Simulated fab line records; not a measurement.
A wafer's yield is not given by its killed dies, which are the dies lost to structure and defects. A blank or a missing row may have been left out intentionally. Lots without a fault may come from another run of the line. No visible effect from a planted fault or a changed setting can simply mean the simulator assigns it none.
A struck lot beside a sound one | flow n5_finfet | 42 steps out of a route of 1938
Sound: wafers L743.3, L743.5, L743.6. Wafers struck: L740.2, L740.3, L740.5. Last of all comes the cause.
For every step that has rows: the tool of each side, followed by ch and its chambers, followed by its first start. Under that, the readings that differ: sound wafers | struck wafers | difference of the means | sigmas: that difference in standard deviations of wafers without a fault.
alike: a reading whose means differ by less than 2 such deviations, as well as words and numbers matching on both sides. not compared: withheld readings; readings where some wafer has no value; bounds like >300 that might hide an equal value; numbers whose values overlap and for which the record gives no deviation.
A row with sigmas, a row that says differs or no value, or rows on one side alone: a step with any of these is where the two part. Numbers that don't overlap but have no deviation are shown without sigmas and don't part them. A reading missing from all wafers of one side parts the sides only when that side holds two or more wafers.

first, 1 step without rows for these wafers: N5_MOL_CONTACT_COAG_ETCH_59 (etches underlayer in N2/H2, target depth 13 nm, time 10.4 s).
N5_MOL_CONTACT_COAG_ETCH_105: etches SiARC in CF4, target depth 15.6 nm, time 26 s.
  sound on rie_diel-01 ch 0,1,2, day 7 20:11; struck on rie_diel-04 ch 0,1,2, day 7 03:56
  alike: drypump_motor_current_A, etch_rf_on_time_s, oes_product_au, rf_vpp_V, showerhead_plenum_p_Torr, throttle_valve_pct
  not compared: rf_hours_counter_h
then, 8 steps without rows for these wafers: N5_MOL_CONTACT_COAG_ETCH_106 (etches SOC in N2/H2, target depth 80 nm, overetch 16 nm, time 120 s); N5_MOL_CONTACT_COAG_STRIP_107 (strips in N2/H2); N5_MOL_CONTACT_COAG_STRIP_108 (strips in N2/H2); N5_MOL_CONTACT_COAG_CONTACT_ETCH_14 (etches SiO2 in C4F6/O2, target depth 27.5 nm, overetch 8.5 nm, time 20 s); N5_MOL_CONTACT_COAG_STRIP_109 (strips in C4F6/O2); N5_MOL_CONTACT_COAG_ETCH_15 (etches SiNx in CH3F/O2, stops on Si:P, target depth 7 nm); N5_MOL_CONTACT_COAG_ETCH_110 (etches Si in CF4/O2, target depth 2.5 nm, time 8 s); N5_MOL_CONTACT_COAG_STRIP_98 (strips in N2/H2).
N5_MOL_CONTACT_COAG_CD_MEAS_99: the cd target is 17.2 nm.
  sound on cd_sem-01, day 7 20:32; struck on cd_sem-03, day 7 04:17
  alike: cd_nm
then, 1 step without rows for these wafers: N5_MOL_CONTACT_COAG_IMPLANT_129.
N5_MOL_CONTACT_COAG_PRECLEAN_111: cleans in NF3:NH3, afs cycles 1, time 20 s, sublimation time 60 s.
  sound on remote_plasma-01 ch 0, day 7 21:18; struck on remote_plasma-02 ch 1, day 7 04:53
  reading                                  | sound             | struck               | difference | sigmas
  temp_c (C)                               | 30.13 29.97 30.21 | 29.78 29.81 30.04    | -0.23      | -2
  time_s (s)                               | 20 20 20          | 13.414 13.414 13.414 | -6.586     |
  model.SiNx_of_SPACER0_ALD_07.thk_nm (nm) | 1 1 1             | 1.4 1.4 1.4          | +0.4       |
then, 2 steps without rows for these wafers: N5_MOL_CONTACT_COAG_TI_SIL_19 (material Ti, target thk 4.2 nm, time 15 s); N5_MOL_CONTACT_COAG_ALD_20 (deposits TiN, target thk 1.5 nm, pulse time 1 s, purge time 3 s).
N5_MOL_CONTACT_COAG_SIL_ANNEAL_21: time 60 s.
  sound on rtp_anneal-01 ch 0, day 7 22:42; struck on rtp_anneal-01 ch 0, day 7 05:37
  alike: lamp_power_pct, lamp_zone_2_pct, wafer_temp_C_max
then, 4 steps without rows for these wafers: N5_MOL_CONTACT_COAG_PRE_CLEAN_141 (time 60 s); N5_MOL_CONTACT_COAG_SPUTTER_143 (material Co, target thk 2.5 nm); N5_MOL_CONTACT_COAG_CO_FILL_22 (material Co, precursor CCTBA/H2, target thk 20 nm); N5_MOL_CONTACT_COAG_ANNEAL_113 (time 300 s).
N5_MOL_CONTACT_COAG_PRE_CLEAN_142: time 60 s.
  sound on pvd_sputter-02, day 8 02:57; struck on pvd_sputter-03, day 7 08:01
  alike: heater_power_w
then, 3 steps without rows for these wafers: N5_MOL_CONTACT_COAG_SPUTTER_130 (material Co, target thk 47.5 nm); N5_MOL_CONTACT_COAG_PRECLEAN_125 (cleans in DIW, time 57.5 s); N5_MOL_CONTACT_COAG_SRD_126 (dry time 32 s).
N5_MOL_CONTACT_COAG_CMP_23: polishes, stops on SiO2, t overpolish 1.5 s, target thk 0 nm.
  sound on cmp-03 ch 0,3, day 8 03:14; struck on cmp-03 ch 1,2, day 7 08:16
  alike: motor_current_A, slurry_flow_ml_min
N5_MOL_CONTACT_COAG_WET_ETCH_26: target Co, target depth 13 nm.
  sound on wet_bench-05 ch 2,4,6, day 8 03:50; struck on wet_bench-02 ch 0,1,7, day 7 08:41
  not compared: model.SiNx_of_GATE_CUT_SAC_CAP_01.thk_nm
then, 3 steps without rows for these wafers: N5_MOL_CONTACT_COAG_WET_ETCH_116 (etches the open film in SC1-inhibited, target depth 4.6 nm, rinse time 30 s); N5_MOL_CONTACT_COAG_ALD_27 (deposits SiOC, target thk 17 nm, pulse time 1.5 s, time 2720 s); N5_MOL_CONTACT_COAG_CMP_28 (polishes, stops on SiNx, t overpolish 0.85 s, target thk 14.522 nm).
N5_MOL_CONTACT_COAG_THK_MEAS_29:
  sound on film_metro-01, day 8 06:21; struck on film_metro-01, day 7 11:05
  alike: MD_CAP_THK
N5_MOL_CONTACT_COAG_ALD_123: deposits SiNx, target thk 5 nm, pulse time 1 s, purge time 2 s.
  sound on ald_sin-04 ch 2,3, day 8 06:23; struck on ald_sin-04 ch 0,2, day 7 11:52
  alike: heater_power_w, precursor_pulse_height_rel
then, 9 steps without rows for these wafers: N5_MOL_CONTACT_COAG_PECVD_31 (deposits SiO2 from TEOS/O2, target thk 46 nm, time 8.9 s); N5_MOL_CONTACT_COAG_COAT_75 (time 60 s, resist thk 60 nm); N5_MOL_CONTACT_COAG_COAT_76 (time 60 s, resist thk 10 nm); N5_MOL_CONTACT_COAG_COAT_77 (time 60 s, resist thk 10 nm); N5_MOL_CONTACT_COAG_COAT_78 (resist thk 40 nm); N5_MOL_CONTACT_COAG_EBR_80; N5_MOL_CONTACT_COAG_SOFTBAKE_79 (time 60 s); N5_MOL_CONTACT_COAG_EXPOSE_81 (exposes mask VG, defocus 0 nm); N5_MOL_CONTACT_COAG_PEB_82 (peb time 60 s).
N5_MOL_CONTACT_COAG_ETCH_47: etches SiNx in CH3F/O2, stops on W, target depth 27 nm.
  sound on rie_diel-05 ch 0,2,3, day 8 08:33; struck on rie_diel-01 ch 0,1,2, day 7 13:42
  reading                  | sound             | struck            | difference | sigmas
  model.etch.depth_nm (nm) | 17.94 17.92 17.74 | 18.21 17.97 18.12 | +0.23      |
  alike: drypump_motor_current_A, etch_rf_on_time_s, oes_product_au, rf_vpp_V, showerhead_plenum_p_Torr, throttle_valve_pct
  not compared: rf_hours_counter_h
N5_PASSIVATION_PROBE_49:
  sound wafers here have rows in the record (prober-01, day 17 17:18); struck ones have none

== WHERE THEY PART ==
Last at N5_PASSIVATION_PROBE_49 as far as this record goes, first at N5_MOL_CONTACT_COAG_PRECLEAN_111.

WHY: what the simulator had put in
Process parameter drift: remote_plasma-02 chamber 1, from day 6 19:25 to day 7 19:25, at N5_MOL_CONTACT_COAG_PRECLEAN_111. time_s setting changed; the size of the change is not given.
